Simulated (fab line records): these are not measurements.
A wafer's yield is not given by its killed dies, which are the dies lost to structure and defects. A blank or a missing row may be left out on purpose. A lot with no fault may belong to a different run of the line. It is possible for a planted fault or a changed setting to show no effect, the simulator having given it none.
Matching of chambers + flow nand harc + NHARC_A_M0_ETCH_34 on rie diel-13 has 4 sister chambers
The step etches the open film in N2/H2, target depth 40 nm, overetch 12 nm, time 43.94 s. 8 wafers are shown with their chamber, then 7 later ones without.

WAFERS, EACH WITH ITS CHAMBER
| wafer  | chamber | drypump motor current A (A) | oes product au (a.u.) |
|--------|---------|-----------------------------|-----------------------|
| L658.5 | 0       | 5.5                         | 0.989                 |
| L663.3 | 1       | 5.6                         | 0.991                 |
| L663.5 | 2       | 5.8                         | 1.013                 |
| L660.2 | 0       | 5.5                         | 0.985                 |
| L660.3 | 1       | 5.6                         | 0.985                 |
| L660.5 | 3       | 6.6                         | 1.002                 |
| L670.3 | 3       | 6.6                         | 1.011                 |
| L670.4 | 2       | 5.7                         | 1.009                 |

WAFERS WITH NO CHAMBER GIVEN
| wafer  | drypump motor current A (A) | oes product au (a.u.) |
|--------|-----------------------------|-----------------------|
| L670.6 | 5.6                         | 0.995                 |
| L675.2 | 6.6                         | 1.001                 |
| L675.3 | 5.6                         | 0.997                 |
| L675.4 | 5.7                         | 1.002                 |
| L680.3 | 5.5                         | 1.012                 |
| L680.4 | 6.6                         | 0.977                 |
| L680.6 | 5.5                         | 0.997                 |

WHICH CHAMBER EACH WENT THROUGH
| wafer  | from the rows above          | in truth |
|--------|------------------------------|----------|
| L670.6 | can't be placed: 1 or 0      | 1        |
| L675.2 | 3                            | 3        |
| L675.3 | can't be placed: 1 or 0      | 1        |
| L675.4 | can't be placed: 2 or 1      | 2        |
| L680.3 | can't be placed: 0 or 1 or 2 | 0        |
| L680.4 | 3                            | 3        |
| L680.6 | can't be placed: 0 or 1      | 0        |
Correct placement for 2 of the 7. Unplaceable from these rows: 5, with the true chamber sitting among the candidates in 5. Number placed wrongly: 0.
How it was worked out, from the rows above alone: a wafer's distance from a chamber is the root of the sum, over the readings, of the square of ((its reading less the chamber's mean) divided by the reading's scatter). The wafer belongs to the nearest chamber; if the next one is less than 2 further off, it can't be placed. The mean given for a chamber averages the wafers shown for that chamber. The scatter: the root of (the sum of the squares of (reading less its chamber's mean) over the shown wafers, divided by (wafers less chambers)).
